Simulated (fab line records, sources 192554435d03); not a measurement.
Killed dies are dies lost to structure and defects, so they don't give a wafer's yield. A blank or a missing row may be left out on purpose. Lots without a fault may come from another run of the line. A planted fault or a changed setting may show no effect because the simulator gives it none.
Chamber matching | flow n5_finfet | N5_BEOL_M5_CURE_79 on uv_cure-03: 3 sister chambers
The step cures SiCOH lowk, time 240 s. 30 wafers are shown with their chamber, then 12 later ones without.

WAFERS WITH THEIR CHAMBER
wafer  | chamber | wafer_temp_C_max | lamp_power_pct (%)
L074.1 | 2       | 386.9            | 52.32
L074.2 | 2       | 386.9            | 52.29
L074.3 | 2       | 386.6            | 52.27
L075.2 | 2       | 387.1            | 52.30
L075.3 | 2       | 386.5            | 52.37
L075.6 | 2       | 386.3            | 52.37
L076.2 | 0       | 387.1            | 52.47
L076.5 | 0       | 386.7            | 52.38
L076.6 | 0       | 387.6            | 52.31
L077.1 | 0       | 386.5            | 52.26
L077.2 | 0       | 387.4            | 52.32
L077.5 | 0       | 386.6            | 52.27
L078.2 | 1       | 386.1            | 52.25
L078.4 | 1       | 386.5            | 52.26
L078.6 | 1       | 386.3            | 52.32
L082.2 | 2       | 386.4            | 52.32
L082.3 | 2       | 386.6            | 52.29
L082.6 | 2       | 387.6            | 52.30
L081.1 | 0       | 387.5            | 52.33
L081.3 | 0       | 386.5            | 52.39
L081.6 | 0       | 387.2            | 52.25
L083.3 | 0       | 386.9            | 52.24
L083.4 | 0       | 387.0            | 52.23
L083.5 | 0       | 387.0            | 52.34
L086.2 | 2       | 386.7            | 52.34
L086.3 | 2       | 387.2            | 52.36
L086.4 | 2       | 387.2            | 52.33
L087.4 | 2       | 387.3            | 52.40
L087.5 | 2       | 386.8            | 52.33
L087.6 | 2       | 387.2            | 52.34

SIGNATURES (means of the wafers above)
reading          | chamber 0 | chamber 1 | chamber 2 | scatter within a chamber
wafer_temp_C_max | 387.000   | 386.300   | 386.887   | 0.366
lamp_power_pct   | 52.3158   | 52.2767   | 52.3287   | 0.0537
Rule: a wafer's distance from a chamber is the root of the sum, over the readings, of the square of ((its reading less the chamber's mean) divided by the reading's scatter). The wafer belongs to the nearest chamber; if the next one is less than 2 further off, it can't be placed. The scatter: the root of (the sum of the squares of (reading less its chamber's mean) over the shown wafers, divided by (wafers less chambers)).

WAFERS WITHOUT THEIR CHAMBER
wafer  | wafer_temp_C_max | lamp_power_pct (%)
L085.1 | 387.2            | 52.38
L085.4 | 387.3            | 52.36
L085.5 | 387.4            | 52.32
L088.2 | 386.8            | 52.37
L088.4 | 386.5            | 52.40
L088.6 | 387.1            | 52.40
L089.2 | 386.7            | 52.32
L089.3 | 386.7            | 52.29
L089.6 | 386.3            | 52.39
L097.3 | 387.3            | 52.28
L097.4 | 386.3            | 52.34
L097.6 | 386.4            | 52.42

WHICH CHAMBER EACH WENT THROUGH
wafer  | from the rows above          | in truth
L085.1 | can't be placed: 2 or 0 or 1 | 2
L085.4 | can't be placed: 0 or 2 or 1 | 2
L085.5 | can't be placed: 0 or 2      | 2
L088.2 | can't be placed: 2 or 0 or 1 | 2
L088.4 | can't be placed: 2 or 0 or 1 | 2
L088.6 | can't be placed: 2 or 0 or 1 | 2
L089.2 | can't be placed: 2 or 0 or 1 | 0
L089.3 | can't be placed: 2 or 0 or 1 | 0
L089.6 | can't be placed: 2 or 1 or 0 | 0
L097.3 | can't be placed: 0 or 2 or 1 | 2
L097.4 | can't be placed: 1 or 2 or 0 | 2
L097.6 | can't be placed: 2 or 0 or 1 | 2
Placed correctly: 0 of 12. Can't be placed from these rows: 12 (the true chamber is among the candidates in 12). Placed wrongly: 0.
